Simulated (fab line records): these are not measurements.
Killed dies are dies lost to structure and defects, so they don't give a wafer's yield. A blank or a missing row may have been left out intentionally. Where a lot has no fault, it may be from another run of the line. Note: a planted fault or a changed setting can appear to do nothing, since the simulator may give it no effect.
Which tool is to blame? + flow nand-harc + 6 lots, 18 wafers sampled, at 2 steps of a route of 1302

## WHAT EACH GAUGE READ, for each wafer
NHARC_P_ZERO_WELL_CD_MEAS_52: the cd target is 2000 nm.
| lot  | measured    | on        | cd-nm (nm)           |
|------|-------------|-----------|----------------------|
| L948 | day 2 21:37 | cd-sem-03 | 2001.8 2002.8 2002.5 |
| L950 | day 3 18:02 | cd-sem-03 | 2001.9 2002.0 1999.7 |
| L953 | day 4 23:53 | cd-sem-01 | 2001.3 2001.0 2002.2 |
| L957 | day 6 16:26 | cd-sem-02 | 2001.0 1999.3 1999.5 |
| L960 | day 7 21:47 | cd-sem-02 | - - -                |
| L963 | day 9 03:51 | cd-sem-03 | 2000.6 1997.7 1995.3 |

## TOOL THAT RAN EACH LOT (tool first, then ch and the chambers of the sampled wafers, then the start)
| lot  | NHARC_P_ZERO_WELL_EXPOSE_49      |
|------|----------------------------------|
| L948 | krf-scanner-01 ch 0, day 2 21:27 |
| L950 | krf-scanner-03 ch 0, day 3 17:53 |
| L953 | krf-scanner-01 ch 0, day 4 23:43 |
| L957 | krf-scanner-01 ch 0, day 6 16:17 |
| L960 | krf-scanner-01 ch 0, day 7 21:37 |
| L963 | krf-scanner-02 ch 0, day 9 03:41 |
- NHARC_P_ZERO_WELL_EXPOSE_49: exposes mask P HVPW, target cd 2000 nm.

## THE ANSWER, worked out from the rows above alone
Rule: the usual values come from the lots themselves. Put in order of their means at a reading, lots are off if they are a third of the lots or fewer, leave a main group of 4 or more, and stand apart from it by a gap of 3 or more times the standard deviation of the main group's means; of several such gaps the widest counts. If all means in a main group match to the digits the tables above print for the reading, that group is not used. Also off: a lot with no number at a reading for which 4 or more lots have one. The other lots that the step has rows for count as sound.
Off: L960, at NHARC_P_ZERO_WELL_CD_MEAS_52 (cd-nm). Without a number there: L960. The main group: mean 2000.6 nm, standard deviation 1.6.
A tool fits if, at a process step before that reading, it ran every lot that is off, and no sound lot after the first of them. Those tools and the gauges at NHARC_P_ZERO_WELL_CD_MEAS_52 are tried in the same way. This does not decide it: 2 tools fit, namely krf-scanner-01 at NHARC_P_ZERO_WELL_EXPOSE_49 and cd-sem-02 at NHARC_P_ZERO_WELL_CD_MEAS_52.

## WHAT THE SIMULATOR HAD PUT IN
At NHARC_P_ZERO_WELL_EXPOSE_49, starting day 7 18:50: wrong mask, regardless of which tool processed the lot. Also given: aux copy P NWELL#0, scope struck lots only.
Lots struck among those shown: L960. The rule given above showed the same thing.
